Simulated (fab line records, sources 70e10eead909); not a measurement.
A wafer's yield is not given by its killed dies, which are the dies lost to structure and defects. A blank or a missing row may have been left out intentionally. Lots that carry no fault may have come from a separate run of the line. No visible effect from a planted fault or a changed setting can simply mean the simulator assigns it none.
Which tool did it? | flow nand harc | 11 lots, 33 wafers sampled, at 4 steps of a route of 1159

== WHAT THE GAUGES SHOWED, per wafer ==
NHARC_P_BONDPAD_CD_MEAS_09: the cd target is 500 nm.
lot  | measured     | on        | cd nm (nm)
L188 | day 6 17:31  | cd sem-01 | 503.6 502.1 500.1
L190 | day 6 21:22  | cd sem-03 | 504.7 499.8 499.5
L189 | day 7 02:11  | cd sem-03 | 502.0 502.8 502.0
L191 | day 7 07:40  | cd sem-03 | 501.3 499.0 501.2
L192 | day 7 08:26  | cd sem-03 | 501.0 500.0 502.4
L195 | day 8 06:15  | cd sem-02 | 500.5 503.7 502.1
L194 | day 8 06:56  | cd sem-01 | 503.9 501.1 500.7
L201 | day 10 00:05 | cd sem-03 | 514.6 515.7 517.1
L204 | day 10 15:19 | cd sem-02 | 519.0 516.7 515.7
L208 | day 11 14:32 | cd sem-02 | 498.5 496.5 496.7
L210 | day 12 02:32 | cd sem-01 | 499.5 502.8 499.6

== WHICH TOOL RAN EACH LOT (tool, then ch and the chambers of the sampled wafers, then the start) ==
lot  | NHARC_P_M2_ETCH_28                            | NHARC_P_BONDPAD_CMP_32        | NHARC_P_BONDPAD_EXPOSE_06
L188 | rie diel-03 ch 0,1,2, day 6 16:50 or earlier  | cmp-02 ch 0,2,3, day 6 16:50  | krf scanner-02 ch 0, day 6 17:22
L190 | rie diel-06 ch 2,3, day 6 20:26 or earlier    | cmp-04 ch 2,3, day 6 20:26    | krf scanner-01 ch 0, day 6 21:13
L189 | rie diel-06 ch 1,2,3, day 7 01:22 or earlier  | cmp-04 ch 0,1,3, day 7 01:22  | krf scanner-03 ch 0, day 7 02:01
L191 | rie diel-06 ch 1,2, day 7 06:59 or earlier    | cmp-04 ch 0,1,2, day 7 06:59  | krf scanner-03 ch 0, day 7 07:31
L192 | rie diel-06 ch 0,1,2, day 7 07:38 or earlier  | cmp-02 ch 1,3, day 7 07:38    | krf scanner-02 ch 0, day 7 08:17
L195 | rie diel-06 ch 0,2,3, day 8 05:25 or earlier  | cmp-04 ch 2,3, day 8 05:25    | krf scanner-01 ch 0, day 8 06:05
L194 | rie diel-03 ch 0,1,2, day 8 06:07 or earlier  | cmp-02 ch 0,1,2, day 8 06:07  | krf scanner-02 ch 0, day 8 06:47
L201 | rie diel-05 ch 0,1,2, day 9 23:16 or earlier  | cmp-03 ch 1,2,3, day 9 23:16  | krf scanner-02 ch 0, day 9 23:56
L204 | rie diel-06 ch 1,2,3, day 10 14:29 or earlier | cmp-04 ch 0,1,3, day 10 14:29 | krf scanner-02 ch 0, day 10 15:09
L208 | rie diel-06 ch 1,2,3, day 11 13:43 or earlier | cmp-03 ch 0,1,2, day 11 13:43 | krf scanner-03 ch 0, day 11 14:23
L210 | rie diel-06 ch 1,3, day 12 01:44 or earlier   | cmp-03 ch 1,2,3, day 12 01:44 | krf scanner-03 ch 0, day 12 02:23
- NHARC_P_M2_ETCH_28: etches the open film in CF4/N2, target depth 30 nm, time 72.99 s.
- NHARC_P_BONDPAD_CMP_32: polishes SiCN, target thk 200 nm.
- NHARC_P_BONDPAD_EXPOSE_06: exposes mask P BPAD.

== THE ANSWER, worked out from the rows above alone ==
Rule: usual is defined by the lots themselves. The widest of any qualifying gaps counts: lots, ordered by their means at a reading, are off when they make up no more than a third of the lots, leave a main group of 4 or more, and stand apart from it by 3 or more times the standard deviation of that group's means. The tables above print the reading to a certain number of digits; a main group whose means all agree to those digits is not used. Also off: a lot with no number at a reading for which 4 or more lots have one. The other lots that the step has rows for count as sound.
Off, at NHARC_P_BONDPAD_CD_MEAS_09 on cd nm: L201, L204. The main group: mean 501.0 nm, standard deviation 1.5.
A tool fits if, at a process step before that reading, it ran every lot that is off, and no sound lot after the first of them. The gauges at NHARC_P_BONDPAD_CD_MEAS_09 are tried like those tools. NHARC_P_M2_ETCH_28: start missing for some lots; hours and lot order therefore follow NHARC_P_BONDPAD_CMP_32. One fits: krf scanner-02 at NHARC_P_BONDPAD_EXPOSE_06. A fault onset in the window from L194 (day 8 06:47, its last sound lot) to L201 (day 9 23:56, its first lot off) fits.

== WHAT THE SIMULATOR HAD INSERTED ==
Process parameter drift: krf scanner-02, from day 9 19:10 on, at NHARC_P_BONDPAD_EXPOSE_06. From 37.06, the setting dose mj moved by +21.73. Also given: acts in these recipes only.
Shown lots that were struck: L201, L204. The rule above reached the same finding.
